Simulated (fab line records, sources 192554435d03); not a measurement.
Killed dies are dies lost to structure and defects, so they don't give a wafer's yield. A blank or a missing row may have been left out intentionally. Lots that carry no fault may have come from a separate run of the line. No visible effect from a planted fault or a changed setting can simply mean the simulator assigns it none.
Which of the tools did it? :: flow n5_finfet :: Sampling: 23 lots, 69 wafers, 5 of 1938 route steps

== WHAT EACH GAUGE READ, for each wafer ==
N5_BEOL_M8_OVL_MEAS_29. Usual: V7_OVL gives 0.0 nm (standard deviation 0.63).
lot: L074
measured: day 10 01:50
on: overlay-02
V7_OVL (nm): 0.6 0.0 0.6
flag: 

lot: L075
measured: day 10 01:54
on: overlay-01
V7_OVL (nm): 0.5 0.4 0.7
flag: 

lot: L077
measured: day 10 01:57
on: overlay-02
V7_OVL (nm): 0.8 0.4 0.1
flag: 

lot: L076
measured: day 10 01:59
on: overlay-01
V7_OVL (nm): 0.9 0.2 0.1
flag: 

lot: L080
measured: day 10 20:46
on: overlay-01
V7_OVL (nm): 0.0 -0.1 0.2
flag: 

lot: L079
measured: day 10 22:43
on: overlay-01
V7_OVL (nm): -0.4 -0.5 -0.9
flag: 

lot: L078
measured: day 10 23:11
on: overlay-02
V7_OVL (nm): 0.9 0.9 0.6
flag: 

lot: L081
measured: day 11 04:10
on: overlay-01
V7_OVL (nm): -0.5 0.1 -0.4
flag: 

lot: L082
measured: day 11 16:52
on: overlay-02
V7_OVL (nm): 0.2 -0.2 0.6
flag: 

lot: L083
measured: day 11 20:39
on: overlay-01
V7_OVL (nm): 0.5 -0.2 -0.2
flag: 

lot: L084
measured: day 12 04:59
on: overlay-02
V7_OVL (nm): -0.3 -0.2 -0.7
flag: 

lot: L086
measured: day 12 05:10
on: overlay-02
V7_OVL (nm): 0.8 0.9 1.5
flag: 

lot: L085
measured: day 12 14:14
on: overlay-02
V7_OVL (nm): -0.2 -0.7 -0.1
flag: 

lot: L087
measured: day 13 02:46
on: overlay-02
V7_OVL (nm): -0.1 -0.6 0.7
flag: 

lot: L090
measured: day 13 11:41
on: overlay-02
V7_OVL (nm): -0.9 -0.7 -0.7
flag: 

lot: L092
measured: day 13 17:53
on: overlay-01
V7_OVL (nm): -1.0 -0.5 0.6
flag: 

lot: L089
measured: day 14 02:12
on: overlay-01
V7_OVL (nm): 0.5 0.5 0.4
flag: 

lot: L091
measured: day 14 02:19
on: overlay-01
V7_OVL (nm): -0.1 -0.9 -0.8
flag: 

lot: L093
measured: day 14 11:50
on: overlay-02
V7_OVL (nm): 0.3 0.0 0.2
flag: 

lot: L094
measured: day 14 21:02
on: overlay-02
V7_OVL (nm): 1.6 1.3 0.4
flag: 

lot: L095
measured: day 14 21:06
on: overlay-02
V7_OVL (nm): -0.6 0.1 -0.1
flag: 

lot: L096
measured: day 15 04:46
on: overlay-02
V7_OVL (nm): 1.5 -0.2 -0.7
flag: 

lot: L097
measured: day 15 15:01
on: overlay-01
V7_OVL (nm): 0.0 -1.3 -0.6
flag: 

N5_BEOL_M8_INSPECT_58: inspects for defects (darkfield). Usual: raw_defect_count 74, standard deviation 25.
lot: L074
measured: day 10 04:44
on: defect_inspect-02
raw_defect_count: 129 109 77
flag: 

lot: L075
measured: day 10 05:01
on: defect_inspect-02
raw_defect_count: 75 78 75
flag: 

lot: L077
measured: day 10 05:17
on: defect_inspect-01
raw_defect_count: 87 75 102
flag: 

lot: L076
measured: day 10 06:02
on: defect_inspect-02
raw_defect_count: 55 62 41
flag: 

lot: L080
measured: day 11 02:29
on: defect_inspect-02
raw_defect_count: 137 98 73
flag: 

lot: L079
measured: day 11 03:22
on: defect_inspect-01
raw_defect_count: 64 68 91
flag: 

lot: L078
measured: day 11 03:50
on: defect_inspect-01
raw_defect_count: 94 37 43
flag: 

lot: L081
measured: day 11 08:48
on: defect_inspect-01
raw_defect_count: 77 63 55
flag: 

lot: L082
measured: day 11 20:12
on: defect_inspect-01
raw_defect_count: 50 100 58
flag: 

lot: L083
measured: day 12 00:05
on: defect_inspect-01
raw_defect_count: 134 48 117
flag: 

lot: L084
measured: day 12 08:11
on: defect_inspect-01
raw_defect_count: 60 133 96
flag: 

lot: L086
measured: day 12 08:38
on: defect_inspect-02
raw_defect_count: 92 61 95
flag: 

lot: L085
measured: day 12 17:45
on: defect_inspect-01
raw_defect_count: 77 72 88
flag: 

lot: L087
measured: day 13 05:52
on: defect_inspect-02
raw_defect_count: 75 37 43
flag: 

lot: L090
measured: day 13 14:57
on: defect_inspect-01
raw_defect_count: 37 36 58
flag: 

lot: L092
measured: day 13 22:02
on: defect_inspect-02
raw_defect_count: 60 110 60
flag: 

lot: L089
measured: day 14 05:23
on: defect_inspect-02
raw_defect_count: 64 48 31
flag: 

lot: L091
measured: day 14 06:28
on: defect_inspect-02
raw_defect_count: 67 74 57
flag: 

lot: L093
measured: day 14 14:31
on: defect_inspect-02
raw_defect_count: 45 49 56
flag: 

lot: L094
measured: day 15 00:28
on: defect_inspect-02
raw_defect_count: 52 56 57
flag: 

lot: L095
measured: day 15 00:32
on: defect_inspect-02
raw_defect_count: 94 92 98
flag: 

lot: L096
measured: day 15 08:06
on: defect_inspect-01
raw_defect_count: 55 46 60
flag: 

lot: L097
measured: day 15 19:31
on: defect_inspect-01
raw_defect_count: 90 81 83
flag: 

== TOOL THAT RAN EACH LOT (tool first, then ch and the chambers of the sampled wafers, then the start) ==
lot: L074
N5_BEOL_M8_DESCUM_33: rie_diel-03 ch 1,2,3, day 10 01:56
N5_BEOL_M8_DEGAS_44: pvd_sputter-02, day 10 02:59
N5_BEOL_M8_ALD_77: ald_metal-02 ch 0,1,2, day 10 03:05

lot: L075
N5_BEOL_M8_DESCUM_33: rie_diel-04 ch 0,3, day 10 02:04
N5_BEOL_M8_DEGAS_44: pvd_sputter-01, day 10 03:07
N5_BEOL_M8_ALD_77: ald_metal-03 ch 0,3, day 10 03:13

lot: L077
N5_BEOL_M8_DESCUM_33: rie_diel-02 ch 0,1,2, day 10 02:07
N5_BEOL_M8_DEGAS_44: pvd_sputter-01, day 10 03:12
N5_BEOL_M8_ALD_77: ald_metal-01 ch 2,3, day 10 03:18

lot: L076
N5_BEOL_M8_DESCUM_33: rie_diel-04 ch 0,1,3, day 10 02:28
N5_BEOL_M8_DEGAS_44: pvd_sputter-02, day 10 03:25
N5_BEOL_M8_ALD_77: ald_metal-01 ch 1,2,3, day 10 03:35

lot: L080
N5_BEOL_M8_DESCUM_33: rie_diel-03 ch 1,2, day 10 23:29
N5_BEOL_M8_DEGAS_44: pvd_sputter-01, day 11 00:28
N5_BEOL_M8_ALD_77: ald_metal-02 ch 1,2,3, day 11 00:39

lot: L079
N5_BEOL_M8_DESCUM_33: rie_diel-03 ch 0,1,2, day 11 00:35
N5_BEOL_M8_DEGAS_44: pvd_sputter-03, day 11 01:43
N5_BEOL_M8_ALD_77: ald_metal-01 ch 0,1,3, day 11 01:49

lot: L078
N5_BEOL_M8_DESCUM_33: rie_diel-04 ch 0,1, day 11 00:59
N5_BEOL_M8_DEGAS_44: pvd_sputter-03, day 11 02:01
N5_BEOL_M8_ALD_77: ald_metal-02 ch 0,2,3, day 11 02:07

lot: L081
N5_BEOL_M8_DESCUM_33: rie_diel-03 ch 0,1, day 11 04:15
N5_BEOL_M8_DEGAS_44: pvd_sputter-03, day 11 05:28
N5_BEOL_M8_ALD_77: ald_metal-02 ch 1,2, day 11 05:48

lot: L082
N5_BEOL_M8_DESCUM_33: rie_diel-04 ch 1,2,3, day 11 16:57
N5_BEOL_M8_DEGAS_44: pvd_sputter-03, day 11 18:00
N5_BEOL_M8_ALD_77: ald_metal-01 ch 0,3, day 11 18:07

lot: L083
N5_BEOL_M8_DESCUM_33: rie_diel-02 ch 0,3, day 11 20:45
N5_BEOL_M8_DEGAS_44: pvd_sputter-01, day 11 22:25
N5_BEOL_M8_ALD_77: ald_metal-02 ch 1,2, day 11 22:31

lot: L084
N5_BEOL_M8_DESCUM_33: rie_diel-02 ch 0,1,3, day 12 05:05
N5_BEOL_M8_DEGAS_44: pvd_sputter-03, day 12 06:11
N5_BEOL_M8_ALD_77: ald_metal-01 ch 0,1,3, day 12 06:17

lot: L086
N5_BEOL_M8_DESCUM_33: rie_diel-04 ch 0,2,3, day 12 05:44
N5_BEOL_M8_DEGAS_44: pvd_sputter-02, day 12 06:47
N5_BEOL_M8_ALD_77: ald_metal-02 ch 0,1,3, day 12 06:53

lot: L085
N5_BEOL_M8_DESCUM_33: rie_diel-04 ch 0,1,3, day 12 14:19
N5_BEOL_M8_DEGAS_44: pvd_sputter-02, day 12 15:41
N5_BEOL_M8_ALD_77: ald_metal-02 ch 1,2, day 12 15:48

lot: L087
N5_BEOL_M8_DESCUM_33: rie_diel-02 ch 2,3, day 13 02:52
N5_BEOL_M8_DEGAS_44: pvd_sputter-02, day 13 04:01
N5_BEOL_M8_ALD_77: ald_metal-03 ch 0,1,3, day 13 04:08

lot: L090
N5_BEOL_M8_DESCUM_33: rie_diel-04 ch 1,2,3, day 13 11:47
N5_BEOL_M8_DEGAS_44: pvd_sputter-03, day 13 13:19
N5_BEOL_M8_ALD_77: ald_metal-02 ch 0,1,3, day 13 13:25

lot: L092
N5_BEOL_M8_DESCUM_33: rie_diel-04 ch 0,1,2, day 13 18:05
N5_BEOL_M8_DEGAS_44: pvd_sputter-02, day 13 19:47
N5_BEOL_M8_ALD_77: ald_metal-02 ch 1,2,3, day 13 19:56

lot: L089
N5_BEOL_M8_DESCUM_33: rie_diel-02 ch 0,1, day 14 02:17
N5_BEOL_M8_DEGAS_44: pvd_sputter-01, day 14 03:40
N5_BEOL_M8_ALD_77: ald_metal-03 ch 1,2,3, day 14 03:47

lot: L091
N5_BEOL_M8_DESCUM_33: rie_diel-02 ch 0,1,2, day 14 02:46
N5_BEOL_M8_DEGAS_44: pvd_sputter-01, day 14 03:55
N5_BEOL_M8_ALD_77: ald_metal-02 ch 0,1,2, day 14 04:02

lot: L093
N5_BEOL_M8_DESCUM_33: rie_diel-03 ch 0,2,3, day 14 11:55
N5_BEOL_M8_DEGAS_44: pvd_sputter-03, day 14 12:55
N5_BEOL_M8_ALD_77: ald_metal-01 ch 0,1,2, day 14 12:59

lot: L094
N5_BEOL_M8_DESCUM_33: rie_diel-04 ch 1,2, day 14 21:08
N5_BEOL_M8_DEGAS_44: pvd_sputter-02, day 14 22:24
N5_BEOL_M8_ALD_77: ald_metal-01 ch 1,2, day 14 22:30

lot: L095
N5_BEOL_M8_DESCUM_33: rie_diel-02 ch 1,2, day 14 21:11
N5_BEOL_M8_DEGAS_44: pvd_sputter-02, day 14 22:31
N5_BEOL_M8_ALD_77: ald_metal-02 ch 0,1,2, day 14 22:38

lot: L096
N5_BEOL_M8_DESCUM_33: rie_diel-02 ch 0,1,2, day 15 04:51
N5_BEOL_M8_DEGAS_44: pvd_sputter-03, day 15 05:55
N5_BEOL_M8_ALD_77: ald_metal-02 ch 0,1,3, day 15 06:01

lot: L097
N5_BEOL_M8_DESCUM_33: rie_diel-02 ch 1,3, day 15 15:09
N5_BEOL_M8_DEGAS_44: pvd_sputter-02, day 15 16:25
N5_BEOL_M8_ALD_77: ald_metal-01 ch 0,1,2, day 15 16:37
- N5_BEOL_M8_DESCUM_33: chemistry O2, time 7 s.
- N5_BEOL_M8_DEGAS_44: time 60 s.
- N5_BEOL_M8_ALD_77: deposits TaN, target thk 2 nm, pulse time 2 s, purge time 3 s.

== AS READ BY THE TOOLS THEMSELVES (means over the sampled wafers that have a number; for cases with no such wafer, the mark the record gives instead) ==
N5_BEOL_M8_DESCUM_33. Usual: drypump_motor_current_A 5.8 A, standard deviation 0.35; oes_product_au 0.83 a.u., standard deviation 0.09; rf_vpp_V 243.3 V, standard deviation 1.6; showerhead_plenum_p_Torr 2.11 Torr, standard deviation 0.083; throttle_valve_pct 20.28 %, standard deviation 0.14.
lot: L074
tool: rie_diel-03
drypump_motor_current_A (A): 5.7
oes_product_au (a.u.): 0.87
rf_vpp_V (V): 243.9
showerhead_plenum_p_Torr (Torr): 2.10
throttle_valve_pct (%): 20.33
flag: 

lot: L075
tool: rie_diel-04
drypump_motor_current_A (A): 5.5
oes_product_au (a.u.): 0.86
rf_vpp_V (V): 244.7
showerhead_plenum_p_Torr (Torr): 2.15
throttle_valve_pct (%): 20.13
flag: 

lot: L077
tool: rie_diel-02
drypump_motor_current_A (A): 5.8
oes_product_au (a.u.): 0.76
rf_vpp_V (V): 241.6
showerhead_plenum_p_Torr (Torr): 2.02
throttle_valve_pct (%): 20.40
flag: 

lot: L076
tool: rie_diel-04
drypump_motor_current_A (A): 5.6
oes_product_au (a.u.): 0.81
rf_vpp_V (V): 244.5
showerhead_plenum_p_Torr (Torr): 2.14
throttle_valve_pct (%): 20.21
flag: 

lot: L080
tool: rie_diel-03
drypump_motor_current_A (A): 5.3
oes_product_au (a.u.): 0.90
rf_vpp_V (V): 243.3
showerhead_plenum_p_Torr (Torr): 2.08
throttle_valve_pct (%): 20.31
flag: 

lot: L079
tool: rie_diel-03
drypump_motor_current_A (A): 5.6
oes_product_au (a.u.): 0.89
rf_vpp_V (V): 241.9
showerhead_plenum_p_Torr (Torr): 2.07
throttle_valve_pct (%): 20.29
flag: 

lot: L078
tool: rie_diel-04
drypump_motor_current_A (A): 5.6
oes_product_au (a.u.): 0.78
rf_vpp_V (V): 244.4
showerhead_plenum_p_Torr (Torr): 2.19
throttle_valve_pct (%): 20.32
flag: 

lot: L081
tool: rie_diel-03
drypump_motor_current_A (A): 6.1
oes_product_au (a.u.): 0.88
rf_vpp_V (V): 243.5
showerhead_plenum_p_Torr (Torr): 2.11
throttle_valve_pct (%): 20.37
flag: 

lot: L082
tool: rie_diel-04
drypump_motor_current_A (A): 5.8
oes_product_au (a.u.): 0.84
rf_vpp_V (V): 243.3
showerhead_plenum_p_Torr (Torr): 2.09
throttle_valve_pct (%): 20.27
flag: 

lot: L083
tool: rie_diel-02
drypump_motor_current_A (A): 6.2
oes_product_au (a.u.): 0.75
rf_vpp_V (V): 244.2
showerhead_plenum_p_Torr (Torr): 2.13
throttle_valve_pct (%): 20.19
flag: 

lot: L084
tool: rie_diel-02
drypump_motor_current_A (A): 5.9
oes_product_au (a.u.): 0.82
rf_vpp_V (V): 243.9
showerhead_plenum_p_Torr (Torr): 2.16
throttle_valve_pct (%): 20.20
flag: 

lot: L086
tool: rie_diel-04
drypump_motor_current_A (A): 5.8
oes_product_au (a.u.): 0.88
rf_vpp_V (V): 242.7
showerhead_plenum_p_Torr (Torr): 2.10
throttle_valve_pct (%): 20.20
flag: 

lot: L085
tool: rie_diel-04
drypump_motor_current_A (A): 5.6
oes_product_au (a.u.): 0.78
rf_vpp_V (V): 243.8
showerhead_plenum_p_Torr (Torr): 2.13
throttle_valve_pct (%): 20.25
flag: 

lot: L087
tool: rie_diel-02
drypump_motor_current_A (A): 6.0
oes_product_au (a.u.): 0.71
rf_vpp_V (V): 242.8
showerhead_plenum_p_Torr (Torr): 2.03
throttle_valve_pct (%): 20.35
flag: 

lot: L090
tool: rie_diel-04
drypump_motor_current_A (A): 5.8
oes_product_au (a.u.): 0.82
rf_vpp_V (V): 242.3
showerhead_plenum_p_Torr (Torr): 2.08
throttle_valve_pct (%): 20.30
flag: 

lot: L092
tool: rie_diel-04
drypump_motor_current_A (A): 5.8
oes_product_au (a.u.): 0.83
rf_vpp_V (V): 244.0
showerhead_plenum_p_Torr (Torr): 2.15
throttle_valve_pct (%): 20.31
flag: 

lot: L089
tool: rie_diel-02
drypump_motor_current_A (A): 5.7
oes_product_au (a.u.): 0.87
rf_vpp_V (V): 245.1
showerhead_plenum_p_Torr (Torr): 2.19
throttle_valve_pct (%): 20.24
flag: 

lot: L091
tool: rie_diel-02
drypump_motor_current_A (A): 5.8
oes_product_au (a.u.): 0.81
rf_vpp_V (V): 243.1
showerhead_plenum_p_Torr (Torr): 2.10
throttle_valve_pct (%): 20.33
flag: 

lot: L093
tool: rie_diel-03
drypump_motor_current_A (A): 5.6
oes_product_au (a.u.): 0.83
rf_vpp_V (V): 242.3
showerhead_plenum_p_Torr (Torr): 2.05
throttle_valve_pct (%): 20.27
flag: 

lot: L094
tool: rie_diel-04
drypump_motor_current_A (A): 6.1
oes_product_au (a.u.): 0.85
rf_vpp_V (V): 242.2
showerhead_plenum_p_Torr (Torr): 2.09
throttle_valve_pct (%): 20.34
flag: 

lot: L095
tool: rie_diel-02
drypump_motor_current_A (A): 5.8
oes_product_au (a.u.): 0.75
rf_vpp_V (V): 242.6
showerhead_plenum_p_Torr (Torr): 2.06
throttle_valve_pct (%): 20.38
flag: 

lot: L096
tool: rie_diel-02
drypump_motor_current_A (A): 5.8
oes_product_au (a.u.): 0.79
rf_vpp_V (V): 243.3
showerhead_plenum_p_Torr (Torr): 2.10
throttle_valve_pct (%): 20.35
flag: 

lot: L097
tool: rie_diel-02
drypump_motor_current_A (A): 6.1
oes_product_au (a.u.): 0.94
rf_vpp_V (V): 243.8
showerhead_plenum_p_Torr (Torr): 2.16
throttle_valve_pct (%): 20.02
flag: 

N5_BEOL_M8_DEGAS_44. Usual: heater_power_w 327 W, standard deviation 34; susceptor_temp_C 250.00 C, standard deviation 0.16.
lot: L074
tool: pvd_sputter-02
heater_power_w (W): 327
susceptor_temp_C (C): 249.94
flag: 

lot: L075
tool: pvd_sputter-01
heater_power_w (W): 321
susceptor_temp_C (C): 250.05
flag: 

lot: L077
tool: pvd_sputter-01
heater_power_w (W): 315
susceptor_temp_C (C): 250.00
flag: 

lot: L076
tool: pvd_sputter-02
heater_power_w (W): 345
susceptor_temp_C (C): 249.87
flag: 

lot: L080
tool: pvd_sputter-01
heater_power_w (W): 313
susceptor_temp_C (C): 249.98
flag: 

lot: L079
tool: pvd_sputter-03
heater_power_w (W): 349
susceptor_temp_C (C): 249.91
flag: 

lot: L078
tool: pvd_sputter-03
heater_power_w (W): 346
susceptor_temp_C (C): 250.08
flag: 

lot: L081
tool: pvd_sputter-03
heater_power_w (W): 378
susceptor_temp_C (C): 250.07
flag: 

lot: L082
tool: pvd_sputter-03
heater_power_w (W): 311
susceptor_temp_C (C): 250.03
flag: 

lot: L083
tool: pvd_sputter-01
heater_power_w (W): 329
susceptor_temp_C (C): 249.97
flag: 

lot: L084
tool: pvd_sputter-03
heater_power_w (W): 343
susceptor_temp_C (C): 249.93
flag: 

lot: L086
tool: pvd_sputter-02
heater_power_w (W): 325
susceptor_temp_C (C): 249.87
flag: 

lot: L085
tool: pvd_sputter-02
heater_power_w (W): 303
susceptor_temp_C (C): 250.10
flag: 

lot: L087
tool: pvd_sputter-02
heater_power_w (W): 308
susceptor_temp_C (C): 249.99
flag: 

lot: L090
tool: pvd_sputter-03
heater_power_w (W): 307
susceptor_temp_C (C): 250.09
flag: 

lot: L092
tool: pvd_sputter-02
heater_power_w (W): 314
susceptor_temp_C (C): 249.89
flag: 

lot: L089
tool: pvd_sputter-01
heater_power_w (W): 324
susceptor_temp_C (C): 250.12
flag: 

lot: L091
tool: pvd_sputter-01
heater_power_w (W): 312
susceptor_temp_C (C): 249.91
flag: 

lot: L093
tool: pvd_sputter-03
heater_power_w (W): 352
susceptor_temp_C (C): 249.99
flag: 

lot: L094
tool: pvd_sputter-02
heater_power_w (W): 319
susceptor_temp_C (C): 249.99
flag: 

lot: L095
tool: pvd_sputter-02
heater_power_w (W): 315
susceptor_temp_C (C): 250.05
flag: 

lot: L096
tool: pvd_sputter-03
heater_power_w (W): 313
susceptor_temp_C (C): 249.90
flag: 

lot: L097
tool: pvd_sputter-02
heater_power_w (W): 334
susceptor_temp_C (C): 250.04
flag: 

N5_BEOL_M8_ALD_77. Usual: chamber_pressure_Torr 3.000 Torr, standard deviation 0.006; heater_power_w 428 W, standard deviation 45; precursor_vessel_carrier_sccm 1001 sccm, standard deviation 3.2; precursor_vessel_pressure_torr 26.25 Torr, standard deviation 0.049; precursor_vessel_temp_c 75.01 C, standard deviation 0.13; susceptor_temp_C 274.98 C, standard deviation 0.17.
lot: L074
tool: ald_metal-02
chamber_pressure_Torr (Torr): 3.007
heater_power_w (W): 466
precursor_vessel_carrier_sccm (sccm): 1002
precursor_vessel_pressure_torr (Torr): 26.23
precursor_vessel_temp_c (C): 75.04
susceptor_temp_C (C): 275.06
flag: 

lot: L075
tool: ald_metal-03
chamber_pressure_Torr (Torr): 2.998
heater_power_w (W): 483
precursor_vessel_carrier_sccm (sccm): 1006
precursor_vessel_pressure_torr (Torr): 26.23
precursor_vessel_temp_c (C): 75.11
susceptor_temp_C (C): 275.07
flag: 

lot: L077
tool: ald_metal-01
chamber_pressure_Torr (Torr): 2.999
heater_power_w (W): 399
precursor_vessel_carrier_sccm (sccm): 1002
precursor_vessel_pressure_torr (Torr): 26.25
precursor_vessel_temp_c (C): 74.95
susceptor_temp_C (C): 274.95
flag: 

lot: L076
tool: ald_metal-01
chamber_pressure_Torr (Torr): 3.002
heater_power_w (W): 382
precursor_vessel_carrier_sccm (sccm): 1000
precursor_vessel_pressure_torr (Torr): 26.24
precursor_vessel_temp_c (C): 74.98
susceptor_temp_C (C): 274.93
flag: 

lot: L080
tool: ald_metal-02
chamber_pressure_Torr (Torr): 3.001
heater_power_w (W): 431
precursor_vessel_carrier_sccm (sccm): 1002
precursor_vessel_pressure_torr (Torr): 26.27
precursor_vessel_temp_c (C): 74.94
susceptor_temp_C (C): 274.95
flag: 

lot: L079
tool: ald_metal-01
chamber_pressure_Torr (Torr): 3.000
heater_power_w (W): 397
precursor_vessel_carrier_sccm (sccm): 1003
precursor_vessel_pressure_torr (Torr): 26.25
precursor_vessel_temp_c (C): 74.99
susceptor_temp_C (C): 275.02
flag: 

lot: L078
tool: ald_metal-02
chamber_pressure_Torr (Torr): 2.998
heater_power_w (W): 435
precursor_vessel_carrier_sccm (sccm): 1001
precursor_vessel_pressure_torr (Torr): 26.19
precursor_vessel_temp_c (C): 75.11
susceptor_temp_C (C): 274.85
flag: 

lot: L081
tool: ald_metal-02
chamber_pressure_Torr (Torr): 2.996
heater_power_w (W): 448
precursor_vessel_carrier_sccm (sccm): 1001
precursor_vessel_pressure_torr (Torr): 26.27
precursor_vessel_temp_c (C): 74.99
susceptor_temp_C (C): 275.05
flag: 

lot: L082
tool: ald_metal-01
chamber_pressure_Torr (Torr): 2.997
heater_power_w (W): 429
precursor_vessel_carrier_sccm (sccm): 1005
precursor_vessel_pressure_torr (Torr): 26.14
precursor_vessel_temp_c (C): 75.05
susceptor_temp_C (C): 274.86
flag: 

lot: L083
tool: ald_metal-02
chamber_pressure_Torr (Torr): 2.995
heater_power_w (W): 454
precursor_vessel_carrier_sccm (sccm): 1003
precursor_vessel_pressure_torr (Torr): 26.25
precursor_vessel_temp_c (C): 74.86
susceptor_temp_C (C): 274.84
flag: 

lot: L084
tool: ald_metal-01
chamber_pressure_Torr (Torr): 3.000
heater_power_w (W): 402
precursor_vessel_carrier_sccm (sccm): 1000
precursor_vessel_pressure_torr (Torr): 26.32
precursor_vessel_temp_c (C): 74.99
susceptor_temp_C (C): 274.93
flag: 

lot: L086
tool: ald_metal-02
chamber_pressure_Torr (Torr): 3.003
heater_power_w (W): 441
precursor_vessel_carrier_sccm (sccm): 997
precursor_vessel_pressure_torr (Torr): 26.20
precursor_vessel_temp_c (C): 75.07
susceptor_temp_C (C): 274.88
flag: 

lot: L085
tool: ald_metal-02
chamber_pressure_Torr (Torr): 3.006
heater_power_w (W): 455
precursor_vessel_carrier_sccm (sccm): 1001
precursor_vessel_pressure_torr (Torr): 26.25
precursor_vessel_temp_c (C): 74.85
susceptor_temp_C (C): 274.99
flag: 

lot: L087
tool: ald_metal-03
chamber_pressure_Torr (Torr): 3.003
heater_power_w (W): 468
precursor_vessel_carrier_sccm (sccm): 1004
precursor_vessel_pressure_torr (Torr): 26.30
precursor_vessel_temp_c (C): 75.03
susceptor_temp_C (C): 274.84
flag: 

lot: L090
tool: ald_metal-02
chamber_pressure_Torr (Torr): 2.998
heater_power_w (W): 444
precursor_vessel_carrier_sccm (sccm): 999
precursor_vessel_pressure_torr (Torr): 26.24
precursor_vessel_temp_c (C): 75.16
susceptor_temp_C (C): 275.01
flag: 

lot: L092
tool: ald_metal-02
chamber_pressure_Torr (Torr): 3.004
heater_power_w (W): 432
precursor_vessel_carrier_sccm (sccm): 1003
precursor_vessel_pressure_torr (Torr): 26.23
precursor_vessel_temp_c (C): 75.07
susceptor_temp_C (C): 275.21
flag: 

lot: L089
tool: ald_metal-03
chamber_pressure_Torr (Torr): 3.000
heater_power_w (W): 421
precursor_vessel_carrier_sccm (sccm): 1001
precursor_vessel_pressure_torr (Torr): 26.24
precursor_vessel_temp_c (C): 74.89
susceptor_temp_C (C): 275.02
flag: 

lot: L091
tool: ald_metal-02
chamber_pressure_Torr (Torr): 3.002
heater_power_w (W): 461
precursor_vessel_carrier_sccm (sccm): 1000
precursor_vessel_pressure_torr (Torr): 26.30
precursor_vessel_temp_c (C): 74.98
susceptor_temp_C (C): 275.08
flag: 

lot: L093
tool: ald_metal-01
chamber_pressure_Torr (Torr): 3.000
heater_power_w (W): 399
precursor_vessel_carrier_sccm (sccm): 1000
precursor_vessel_pressure_torr (Torr): 26.21
precursor_vessel_temp_c (C): 75.16
susceptor_temp_C (C): 274.82
flag: 

lot: L094
tool: ald_metal-01
chamber_pressure_Torr (Torr): 3.000
heater_power_w (W): 371
precursor_vessel_carrier_sccm (sccm): 1001
precursor_vessel_pressure_torr (Torr): 26.22
precursor_vessel_temp_c (C): 75.02
susceptor_temp_C (C): 274.96
flag: 

lot: L095
tool: ald_metal-02
chamber_pressure_Torr (Torr): 2.999
heater_power_w (W): 471
precursor_vessel_carrier_sccm (sccm): 998
precursor_vessel_pressure_torr (Torr): 26.23
precursor_vessel_temp_c (C): 74.99
susceptor_temp_C (C): 275.07
flag: 

lot: L096
tool: ald_metal-02
chamber_pressure_Torr (Torr): 2.997
heater_power_w (W): 448
precursor_vessel_carrier_sccm (sccm): 999
precursor_vessel_pressure_torr (Torr): 26.26
precursor_vessel_temp_c (C): 75.10
susceptor_temp_C (C): 274.83
flag: 

lot: L097
tool: ald_metal-01
chamber_pressure_Torr (Torr): 3.002
heater_power_w (W): 401
precursor_vessel_carrier_sccm (sccm): 1000
precursor_vessel_pressure_torr (Torr): 26.21
precursor_vessel_temp_c (C): 75.10
susceptor_temp_C (C): 274.97
flag: 

== THE ANSWER, worked out from the rows above alone ==
Rule: a lot is off if the mean of its wafers that have a number lies more than 3 standard deviations from the usual mean. Also off: a lot with no number at a reading for which 4 or more lots have one. All remaining lots with rows at the step are treated as sound. First the gauges in route order, then the tools' own readings, where a lot's mean is used as printed above. The first step at which some lot is off is used, and at that step the reading that is off furthest; a lot without a number counts as furthest.
No lot is off at any reading shown: from this, nothing can be told.

== WHAT HAD BEEN PUT IN BY THE SIMULATOR ==
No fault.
